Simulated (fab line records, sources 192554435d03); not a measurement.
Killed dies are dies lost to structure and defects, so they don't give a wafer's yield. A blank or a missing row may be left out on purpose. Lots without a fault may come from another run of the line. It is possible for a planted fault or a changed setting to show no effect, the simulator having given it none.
Which tool did it?	flow n5_finfet	10 lots with 27 wafers sampled at 5 steps, on a route of 1938 steps

## WHAT EACH GAUGE READ, for each wafer
N5_BEOL_M2_CD_MEAS_28: target cd 26.2 nm, target cd y 24.1 nm. Usual: cd_nm 26.17 nm, standard deviation 0.24.
lot	measured	on	cd_nm (nm)	flag
L192	day 9 06:49	cd_sem-02	26.29 26.31 26.27	
L190	day 10 15:43	cd_sem-01	26.12 26.46 26.19	
L197	day 11 05:31	cd_sem-02	26.16 25.96 26.14	
L195	day 11 08:08	cd_sem-03	26.36 26.19 26.08	
L201	day 11 14:07	cd_sem-03	26.00 26.34 26.05	
L200	day 11 23:44	cd_sem-01	26.08 26.06	
L203	day 12 00:59	cd_sem-03	25.64 26.30 26.24	
L205	day 12 05:20	cd_sem-02	25.78 25.96	
L207	day 12 08:58	cd_sem-02	26.79 26.54	
L210	day 12 18:13	cd_sem-02	25.94 26.21 26.19	

N5_BEOL_M2_OVL_MEAS_29. Usual: V1_OVL typically reads -0.2 nm, with standard deviation 0.63.
lot	measured	on	V1_OVL (nm)	flag
L192	day 9 06:50	overlay-01	-0.5 0.8 0.3	
L190	day 10 15:44	overlay-01	-0.5 -0.4 -0.2	
L197	day 11 05:32	overlay-02	0.0 -0.7 -0.3	
L195	day 11 08:10	overlay-01	-0.3 -0.6 -0.6	
L201	day 11 14:10	overlay-01	0.2 -0.7 0.5	
L200	day 11 23:47	overlay-01	0.1 -0.5	
L203	day 12 01:02	overlay-02	-0.9 -1.3 -1.3	
L205	day 12 05:22	overlay-01	0.7 0.8	
L207	day 12 09:00	overlay-01	0.0 -0.8	
L210	day 12 18:14	overlay-02	0.3 1.6 0.5	

N5_BEOL_M4_RC_MEAS_101. Usual: DIBL_N 35.8 mV/V, standard deviation 1.6; DIBL_P 35.6 mV/V, standard deviation 2; IOFF_N 0.15 nA/um, standard deviation 0.031; IOFF_P 0.20 nA/um, standard deviation 0.033; ION_N 668 uA/um, standard deviation 12; ION_P 459 uA/um, standard deviation 6.8; SS_N 71.4 mV/dec, standard deviation 0.53; SS_P 73.1 mV/dec, standard deviation 0.63; VT_N 250 mV, standard deviation 3.5; VT_P -251 mV, standard deviation 3.
lot	measured	on	DIBL_N (mV/V)	DIBL_P (mV/V)	IOFF_N (nA/um)	IOFF_P (nA/um)	ION_N (uA/um)	ION_P (uA/um)	SS_N (mV/dec)	SS_P (mV/dec)	VT_N (mV)	VT_P (mV)	flag
L192	day 14 04:38	prober-01	33.3 34.9 34.7	32.8 34.0 33.7	0.11 0.13 0.12	0.16 0.17 0.18	662 662 667	455 452 458	71.1 71.9 71.4	72.4 72.8 73.2	254 253 253	-253 -253 -254	
L190	day 16 11:36	prober-01	35.1 35.5 35.7	33.8 34.0 34.8	0.14 0.16 0.15	0.18 0.19 0.19	665 670 668	460 458 456	70.7 71.3 70.7	72.5 72.5 72.8	251 248 248	-252 -252 -250	
L197	day 16 22:43	prober-01	37.1 35.8 35.5	38.1 36.3 35.6	0.20 0.17 0.17	0.23 0.20 0.20	702 675 696	472 455 467	72.0 71.6 71.9	73.9 74.0 73.4	244 249 246	-247 -250 -251	
L195	day 17 03:42	prober-01	34.6 34.2 33.9	34.7 34.0 34.0	0.12 0.12 0.12	0.17 0.17 0.17	643 657 644	449 455 451	70.8 70.2 70.4	71.9 72.0 72.1	258 255 256	-252 -253 -254	
L201	day 17 15:24	prober-02	32.8 33.6 33.8	34.8 34.3 34.6	0.14 0.14 0.15	0.19 0.19 0.19	667 663 670	465 459 458	71.3 71.6 70.6	72.9 72.9 73.2	251 252 249	-252 -251 -252	
L200	day 17 18:42	prober-02	34.1 33.2	33.8 32.4	0.11 0.11	0.17 0.15	655 643	455 444	71.3 71.7	72.1 72.2	253 256	-253 -256	
L203	day 18 06:29	prober-01	35.5 36.5 35.1	34.4 37.1 34.5	0.15 0.18 0.15	0.20 0.24 0.20	656 687 648	453 463 450	71.4 71.7 71.2	73.3 74.2 73.0	251 249 253	-250 -249 -252	
L205	day 17 15:31	prober-01	37.4 37.7	38.2 38.8	0.19 0.20	0.24 0.25	678 686	453 466	71.8 72.4	73.9 74.2	245 246	-246 -248	
L207	day 19 02:34	prober-01	35.2 38.3	35.3 38.7	0.14 0.21	0.20 0.26	668 685	455 470	71.3 71.5	72.8 73.5	252 246	-250 -245	
L210	day 20 05:26	prober-02	35.9 35.6 33.5	35.3 34.6 32.1	0.15 0.13 0.10	0.19 0.19 0.15	686 659 648	472 458 450	71.0 71.7 71.4	72.7 72.8 72.0	247 251 256	-250 -251 -255	

## TOOL THAT RAN EACH LOT (tool first, then ch and the chambers of the sampled wafers, then the start)
lot	N5_BEOL_M2_ETCH_69	N5_BEOL_M2_ETCH_41
L192	rie_diel-06 ch 1,2,3, day 9 07:38	rie_diel-03 ch 1,2,3, day 14 04:38 or earlier
L190	rie_diel-02 ch 0,1, day 10 15:53	rie_diel-06 ch 0,1,2, day 16 11:36 or earlier
L197	rie_diel-06 ch 0,1,3, day 11 06:13	rie_diel-02 ch 0,1,3, day 16 22:43 or earlier
L195	rie_diel-03 ch 0,2,3, day 11 08:19	rie_diel-03 ch 1,2, day 17 03:42 or earlier
L201	rie_diel-06 ch 0,2, day 11 14:34	rie_diel-02 ch 0,1, day 17 15:24 or earlier
L200	rie_diel-06 ch 1,3, day 11 23:55	rie_diel-02 ch 1,3, day 17 18:42 or earlier
L203	rie_diel-02 ch 2,3, day 12 01:10	rie_diel-02 ch 0,2,3, day 18 06:29 or earlier
L205	rie_diel-06 ch 0,3, day 12 05:30	rie_diel-02 ch 0, day 17 15:31 or earlier
L207	rie_diel-06 ch 0,3, day 12 09:08	rie_diel-03 ch 0,2, day 19 02:34 or earlier
L210	rie_diel-03 ch 0,1,2, day 12 18:23	rie_diel-03 ch 1,2,3, day 20 05:26 or earlier
- N5_BEOL_M2_ETCH_69: etches SiARC in CF4, target depth 15.6 nm, time 26 s.
- N5_BEOL_M2_ETCH_41: etches SiCN in CH3F/O2, target depth 29.9 nm, time 52.5 s.

## AS READ BY THE TOOLS THEMSELVES (means over the sampled wafers that have a number; for cases with no such wafer, the mark the record gives instead)
N5_BEOL_M2_ETCH_69. Usual: drypump_motor_current_A 5.8 A, standard deviation 0.44; etch_rf_on_time_s 26.1 s, standard deviation 0.74; oes_product_au 0.68 a.u., standard deviation 0.071; rf_vpp_V 184.0 V, standard deviation 1.3; showerhead_plenum_p_Torr 2.14 Torr, standard deviation 0.075; throttle_valve_pct 15.62 %, standard deviation 0.22.
lot	tool	drypump_motor_current_A (A)	etch_rf_on_time_s (s)	oes_product_au (a.u.)	rf_vpp_V (V)	showerhead_plenum_p_Torr (Torr)	throttle_valve_pct (%)	flag
L192	rie_diel-06	5.7	26.1	0.71	183.0	2.07	15.76	
L190	rie_diel-02	6.3	27.4	0.69	185.4	2.22	15.38	
L197	rie_diel-06	5.7	25.7	0.74	182.9	2.09	15.56	
L195	rie_diel-03	6.0	26.1	0.60	184.1	2.07	15.76	
L201	rie_diel-06	5.1	26.0	0.67	184.2	2.15	15.81	
L200	rie_diel-06	6.0	34.8	0.60	182.1	2.04	15.70	OFF
L203	rie_diel-02	5.4	25.3	0.76	185.2	2.18	15.54	
L205	rie_diel-06	5.5	30.4	0.65	182.8	2.08	15.58	OFF
L207	rie_diel-06	5.5	34.8	0.59	184.1	2.08	15.59	OFF
L210	rie_diel-03	5.8	25.7	0.62	183.6	2.12	15.67	

N5_BEOL_M2_ETCH_41. Usual: drypump_motor_current_A 5.8 A, standard deviation 0.44; oes_product_au 0.80 a.u., standard deviation 0.078; rf_vpp_V 297.6 V, standard deviation 1.8; showerhead_plenum_p_Torr 2.01 Torr, standard deviation 0.071; throttle_valve_pct 16.31 %, standard deviation 0.18.
lot	tool	drypump_motor_current_A (A)	oes_product_au (a.u.)	rf_vpp_V (V)	showerhead_plenum_p_Torr (Torr)	throttle_valve_pct (%)	flag
L192	rie_diel-03	5.8	0.72	297.7	1.96	16.30	
L190	rie_diel-06	5.5	0.84	297.4	1.99	16.36	
L197	rie_diel-02	6.0	0.81	298.4	2.06	16.22	
L195	rie_diel-03	5.7	0.72	296.1	1.96	16.27	
L201	rie_diel-02	6.4	0.79	298.6	2.05	16.29	
L200	rie_diel-02	5.7	0.80	299.4	2.06	16.16	
L203	rie_diel-02	5.8	0.85	297.7	2.03	16.35	
L205	rie_diel-02	6.5	0.79	298.4	2.02	16.43	
L207	rie_diel-03	6.0	0.70	296.1	1.93	16.45	
L210	rie_diel-03	5.8	0.78	297.8	2.03	16.22	

## THE ANSWER, worked out from the rows above alone
Rule: a lot is off if the mean of its wafers that have a number lies more than 3 standard deviations from the usual mean. A lot without any number at a reading at which 4 lots or more have one is off too. All remaining lots with rows at the step are treated as sound. The gauges are gone through in route order, then the tools' own readings, and for those a lot's mean is taken as printed above. The first step at which some lot is off is used, and at that step the reading that is off furthest; a lot without a number counts as furthest.
Off at N5_BEOL_M2_ETCH_69 (etch_rf_on_time_s): L200, L205, L207.
If a tool, at that step or one of the process steps before it, ran each lot that is off and ran no sound lot following the first of them, it fits. One candidate fits, namely rie_diel-06 at N5_BEOL_M2_ETCH_69. A fault onset in the window from L201 (day 11 14:34, its last sound lot) to L200 (day 11 23:55, its first lot off) fits.
On the lots that are off, the tool's own readings at N5_BEOL_M2_ETCH_69 differ by more than 5 times the standard deviation of the sound lots' means, which bears it out; etch_rf_on_time_s reads 33.3 s there versus 26.0 s on the sound lots.

## WHAT THE SIMULATOR HAD PUT IN
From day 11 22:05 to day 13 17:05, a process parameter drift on rie_diel-06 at N5_BEOL_M2_ETCH_69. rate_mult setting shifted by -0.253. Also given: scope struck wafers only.
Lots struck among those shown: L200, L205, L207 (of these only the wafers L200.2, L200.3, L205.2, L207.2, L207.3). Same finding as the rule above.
